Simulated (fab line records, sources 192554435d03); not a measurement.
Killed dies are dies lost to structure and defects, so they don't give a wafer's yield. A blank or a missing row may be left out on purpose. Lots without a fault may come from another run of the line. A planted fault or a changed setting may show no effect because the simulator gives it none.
Split-lot experiment | flow n5_finfet | 7 lots, 21 wafers read, on a route of 1938 steps

THE SPLIT
At N5_BEOL_M0_SAQP_HM_DEP_111 (deposits SiO2 from SiH4/N2O, target thk 12 nm, time 7.2 s), the setting time_s was moved away from the recipe's 7.2 s on 9 of the 21 wafers read, by -14.7% to +6.2%. The other wafers ran this setting at the recipe's value.

FROM THE SPLIT TO THE READING: what the file shows between them, 8 steps
- N5_BEOL_M0_SAQP_COAT_81: time 60 s, resist thk 100 nm
- N5_BEOL_M0_SAQP_COAT_82: time 60 s, resist thk 30 nm
- N5_BEOL_M0_SAQP_ETCH_84: etches SOC in N2/H2, target depth 100 nm, overetch 20 nm, time 150 s
- N5_BEOL_M0_SAQP_STRIP_80: strips in N2/H2
- N5_BEOL_M0_SAQP_HM_OPEN_112: chemistry CHF3/O2, target SiO2, stops on a-Si, target depth 12 nm, time 13.5 s
- N5_BEOL_M0_SAQP_STRIP_113: strips in CHF3/O2
- N5_BEOL_M0_SAQP_MANDREL_ETCH_20: etches a-Si in HBr/Cl2, stops on SiNx, target depth 60 nm, bt time 10 s, time 30 s
- N5_BEOL_M0_SAQP_STRIP_86: strips in N2/H2

THE READING
SiO2_of_BEOL_M0_SAQP_HM_DEP_111.thk_nm (the simulator's own value, which no gauge read), in nm, at N5_BEOL_M0_SAQP_STRIP_115 (strips in post etch residue remover, time 60 s). The file gives no usual value for it. The 12 wafers here that ran the recipe average 11.9 nm, standard deviation 0.17 nm.

wafer  | tool, chamber at the split | time_s as run, s | against the recipe | SiO2_of_BEOL_M0_SAQP_HM_DEP_111.thk_nm, nm | against lot-mates on the recipe
L079.3 | pecvd-01, 0                | 7.2              | recipe             | 12                                         | -
L079.5 | pecvd-01, 0,1              | 7.2              | recipe             | 12                                         | -
L079.6 | pecvd-01, 0,1              | 7.2              | recipe             | 11.8                                       | -
L086.2 | pecvd-04, 1,2              | 6.848            | -4.9%              | 11.2                                       | no lot-mate on the recipe
L086.6 | pecvd-04, 2                | 6.848            | -4.9%              | 11.2                                       | no lot-mate on the recipe
L086.3 | pecvd-04, 1,2              | 6.848            | -4.9%              | 11                                         | no lot-mate on the recipe
L088.2 | pecvd-04, 0,1              | 7.2              | recipe             | 11.8                                       | -
L088.4 | pecvd-04, 0,1              | 7.2              | recipe             | 12                                         | -
L088.6 | pecvd-04, 0                | 7.2              | recipe             | 12.2                                       | -
L091.1 | pecvd-03, 1                | 7.643            | +6.2%              | 12.4                                       | +0.6
L091.4 | pecvd-03, 0                | 7.2              | recipe             | 11.8                                       | -
L091.6 | pecvd-03, 1                | 7.643            | +6.2%              | 12.8                                       | +1.0
L092.1 | pecvd-01, 1,0              | 6.685            | -7.2%              | 10.8                                       | -0.8
L092.3 | pecvd-01, 0                | 7.2              | recipe             | 11.6                                       | -
L092.6 | pecvd-01, 1,0              | 6.685            | -7.2%              | 11                                         | -0.6
L095.2 | pecvd-01, 0,1              | 7.2              | recipe             | 11.6                                       | -
L095.4 | pecvd-01, 0,1              | 7.2              | recipe             | 11.8                                       | -
L095.5 | pecvd-01, 2                | 7.2              | recipe             | 12                                         | -
L097.3 | pecvd-04, 2                | 6.145            | -14.7%             | 10                                         | -2.0
L097.4 | pecvd-04, 0                | 6.145            | -14.7%             | 10.2                                       | -1.8
L097.5 | pecvd-04, 1                | 7.2              | recipe             | 12                                         | -
Where a row lists several chambers, the file gives one row for several wafers and doesn't say which wafer went through which chamber.

THE FIT
A straight line over all 21 wafers: SiO2_of_BEOL_M0_SAQP_HM_DEP_111.thk_nm changes by +0.125 nm for each +1% of time_s; r = +0.97; the points scatter about the line by 0.17 nm.
The same after taking each lot's own level away (the mean of its wafers on the recipe; 18 wafers): +0.125 nm for each +1%; r = +0.98; scatter 0.16 nm.
On that fit, the largest move of time_s shifts the reading by 1.8 nm.
The lots' own levels span 11.60 to 12.00 nm, that is 2.3 times the standard deviation above.
So the lot-to-lot level changes the slope little: the two slopes agree.
Check: with one of the wafers moved furthest among these (-14.7%) left out of the fit, the line predicts -1.72 nm for it against its lot-mates. It came out at -2 nm against them.

OTHER SPLITS ON THESE WAFERS
These wafers also went through other splits before the reading. Each is held against what the fit with the lots' levels taken away leaves over:
other split on the same wafers        | wafers away from the commonest value | r with SiO2_of_BEOL_M0_SAQP_HM_DEP_111.thk_nm (lot level and that fit taken away)
N5_MOL_CONTACT_COAG_COAT_62 spin_rpm  | 10                                   | -0.06
N5_MOL_CONTACT_COAG_EXPOSE_37 dose_mj | 4                                    | +0.12
N5_BEOL_M0_SAQP_ILD_DEP_01 time_s     | 8                                    | +0.23

THE WHOLE CHAIN: every reading that the file lists as answering this split, in the file's order
step                        | what it does                                                                   | reading                                                                                 | change (the file's fit)               | r (the file's)
N5_BEOL_M0_SAQP_HM_DEP_111  | deposits SiO2 from SiH4/N2O, target thk 12 nm, time 7.2 s                      | SiO2_of_BEOL_M0_SAQP_HM_DEP_111.thk_nm (the simulator's own value, which no gauge read) | +0.131 nm for each +1% of the setting | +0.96
N5_BEOL_M0_SAQP_HM_OPEN_112 | chemistry CHF3/O2, target SiO2, stops on a-Si, target depth 12 nm, time 13.5 s | etch.depth_nm (the simulator's own value, which no gauge read)                          | +0.125 nm for each +1% of the setting | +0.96
N5_BEOL_M0_SAQP_STRIP_115   | strips in post etch residue remover, time 60 s                                 | SiO2_of_BEOL_M0_SAQP_HM_DEP_111.thk_nm (the simulator's own value, which no gauge read) | +0.124 nm for each +1% of the setting | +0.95

THE FILE'S OWN FIT
SiO2_of_BEOL_M0_SAQP_HM_DEP_111.thk_nm changes by +0.124 nm for each +1% of time_s, r = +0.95.
